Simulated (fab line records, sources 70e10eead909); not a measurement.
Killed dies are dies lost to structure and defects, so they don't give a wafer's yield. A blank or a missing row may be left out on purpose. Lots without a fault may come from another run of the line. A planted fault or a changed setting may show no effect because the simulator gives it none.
Which tool did it? | flow nand_harc | 11 lots, 33 wafers sampled, at 2 steps of a route of 1159

WHAT THE GAUGES READ, wafer by wafer
NHARC_A_SOURCE_PLATE_THK_MEAS_06: measures by ellipsometry.
lot  | measured     | on            | thk_nm (nm)
L518 | day 7 20:53  | film_metro-02 | 199.3 198.7 200.2
L519 | day 7 20:53  | film_metro-01 | 197.1 197.5 199.1
L521 | day 8 13:39  | film_metro-02 | 198.4 199.2 197.2
L520 | day 8 13:39  | film_metro-01 | 199.1 198.1 195.1
L522 | day 8 22:02  | film_metro-01 | 197.3 199.2 200.0
L528 | day 10 14:44 | film_metro-02 | 200.3 198.5 199.3
L533 | day 11 20:13 | film_metro-01 | 201.5 201.0 199.5
L536 | day 12 04:57 | film_metro-01 | 198.7 198.0 197.7
L537 | day 12 04:56 | film_metro-01 | 199.1 198.5 199.1
L539 | day 12 21:31 | film_metro-02 | 201.1 198.8 198.3
L540 | day 13 01:15 | film_metro-01 | 202.1 202.3 200.3

WHICH TOOL RAN EACH LOT (tool, then ch and the chambers of the sampled wafers, then the start)
lot  | NHARC_A_ZERO_WELL_ETCH_19
L518 | rie_diel-13 ch 0,3, day 6 22:56
L519 | rie_diel-10 ch 1,2,3, day 6 23:52
L521 | rie_diel-08 ch 2,3, day 7 15:22
L520 | rie_diel-13 ch 1,2,3, day 7 16:07
L522 | rie_diel-08 ch 0,2,3, day 7 21:43
L528 | rie_diel-13 ch 0,1,2, day 9 15:52
L533 | rie_diel-10 ch 0,1,2, day 10 20:29
L536 | rie_diel-13 ch 1,2,3, day 11 03:42
L537 | rie_diel-10 ch 1,2, day 11 04:37
L539 | rie_diel-10 ch 1,2,3, day 11 23:09
L540 | rie_diel-10 ch 0,2, day 12 03:28
- NHARC_A_ZERO_WELL_ETCH_19: etches the open film in N2/H2, target depth 80 nm, overetch 24 nm, time 87.88 s.

THE ANSWER, worked out from the rows above alone
Rule: what is usual is taken from the lots themselves. Put in order of their means at a reading, lots are off if they are a third of the lots or fewer, leave a main group of 4 or more, and stand apart from it by a gap of 3 or more times the standard deviation of the main group's means; of several such gaps the widest counts. A main group whose means are all the same, to the digits that the tables above print for the reading, isn't used. A lot without any number at a reading at which 4 lots or more have one is off too. The other lots that the step has rows for count as sound.
No lot is off at any reading shown: from this, nothing can be told.

WHAT THE SIMULATOR HAD PUT IN
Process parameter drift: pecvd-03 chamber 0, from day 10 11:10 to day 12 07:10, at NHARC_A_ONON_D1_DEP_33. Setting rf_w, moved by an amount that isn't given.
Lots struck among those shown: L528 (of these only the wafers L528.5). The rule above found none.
